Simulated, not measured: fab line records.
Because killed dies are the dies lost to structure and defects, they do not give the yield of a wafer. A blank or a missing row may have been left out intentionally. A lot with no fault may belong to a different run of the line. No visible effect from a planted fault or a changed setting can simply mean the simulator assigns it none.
Split-lot study ; flow n5_finfet ; 21 wafers read from 7 lots, route of 1938 steps

## ABOUT THE SPLIT
At N5_MOL_CONTACT_COAG_ALD_133 (deposits SiO2, target thk 5 nm, pulse time 1 s, co reactant pulse time 1 s), the setting ald_cycles was moved away from the recipe's 35 on 5 of the 21 wafers read, by -14.3% to +8.6%. All remaining wafers had this setting at the recipe value.

The reading is taken at the split's own step.

## THE READING
SiO2_of_MOL_CONTACT_COAG_ALD_133.thk_nm (the simulator's own value, which no gauge read), in nm, at N5_MOL_CONTACT_COAG_ALD_133 (deposits SiO2, target thk 5 nm, pulse time 1 s, co reactant pulse time 1 s). No usual value for it is given in the file.

wafer;tool, chamber at the split;ald_cycles as run;against the recipe;SiO2_of_MOL_CONTACT_COAG_ALD_133.thk_nm, nm;against lot-mates on the recipe
L074.4;ald_sin-01, 2;37;+5.7%;5.2;+0.2
L074.5;ald_sin-01, 2,3;35;recipe;5;-
L074.6;ald_sin-01, 2,3;35;recipe;5;-
L075.2;ald_sin-03, 0,3;35;recipe;5;-
L075.3;ald_sin-03, 0,3;35;recipe;5;-
L075.6;ald_sin-03, 0;37;+5.7%;5.2;+0.2
L078.2;ald_sin-04, 3,2,0;35;recipe;5;-
L078.4;ald_sin-04, 3,2,0;35;recipe;5;-
L078.6;ald_sin-04, 3,2,0;35;recipe;5;-
L080.1;ald_sin-03, 0,1;35;recipe;5;-
L080.4;ald_sin-03, 0,1;35;recipe;5;-
L080.5;ald_sin-03, 1;30;-14.3%;4.2;-0.8
L084.3;ald_sin-01, 0,1,0;35;recipe;5;-
L084.4;ald_sin-01, 0,1,0;35;recipe;5;-
L084.5;ald_sin-01, 0,1,0;35;recipe;5;-
L088.1;ald_sin-03, 1,2,1;35;recipe;5;-
L088.3;ald_sin-03, 1,2,1;35;recipe;5;-
L088.4;ald_sin-03, 1,2,1;35;recipe;5;-
L096.1;ald_sin-03, 3,1;38;+8.6%;5.4;+0.4
L096.6;ald_sin-03, 3,1;38;+8.6%;5.4;+0.4
L096.2;ald_sin-03, 2;35;recipe;5;-
Where a row lists several chambers, the file gives one row for several wafers and doesn't say which wafer went through which chamber.

FIT RESULTS
A straight line over all 21 wafers: SiO2_of_MOL_CONTACT_COAG_ALD_133.thk_nm changes by +0.0499 nm for each +1% of ald_cycles; r = +0.99; the points scatter about the line by 0.032 nm.
The same after taking each lot's own level away (the mean of its wafers on the recipe; 21 wafers): +0.0499 nm for each +1%; r = +0.99; scatter 0.032 nm.
That fit puts the effect of the largest move of ald_cycles on the reading at 0.71 nm.
The lots' own levels span 5.00 to 5.00 nm.
The two slopes are in agreement: the lot-to-lot level therefore moves the slope only a little.
Check: -0.621 nm against its lot-mates is what the line predicts for one of the wafers moved furthest among these (-14.3%) when that wafer is left out of the fit. Against them it came out at -0.8 nm.

## FURTHER SPLITS ON THESE WAFERS
Before the reading, these wafers also passed through other splits. Each is held against what the fit with the lots' levels taken away leaves over:
other split on the same wafers;wafers away from the commonest value;r with SiO2_of_MOL_CONTACT_COAG_ALD_133.thk_nm (lot level and that fit taken away)
N5_SDB_COAT_04 time_s;10;-0.35
N5_HKMG_FIN_ETCH_31 bias_w;7;-0.17
N5_HKMG_FIN_COAT_85 spin_rpm;8;-0.06
N5_MOL_CONTACT_COAG_COAT_75 spin_rpm;8;+0.26
N5_MOL_CONTACT_COAG_COAT_76 spin_rpm;7;+0.00

## THE FILE'S OWN FIT
SiO2_of_MOL_CONTACT_COAG_ALD_133.thk_nm changes by +0.05 nm for each +1% of ald_cycles, r = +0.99.
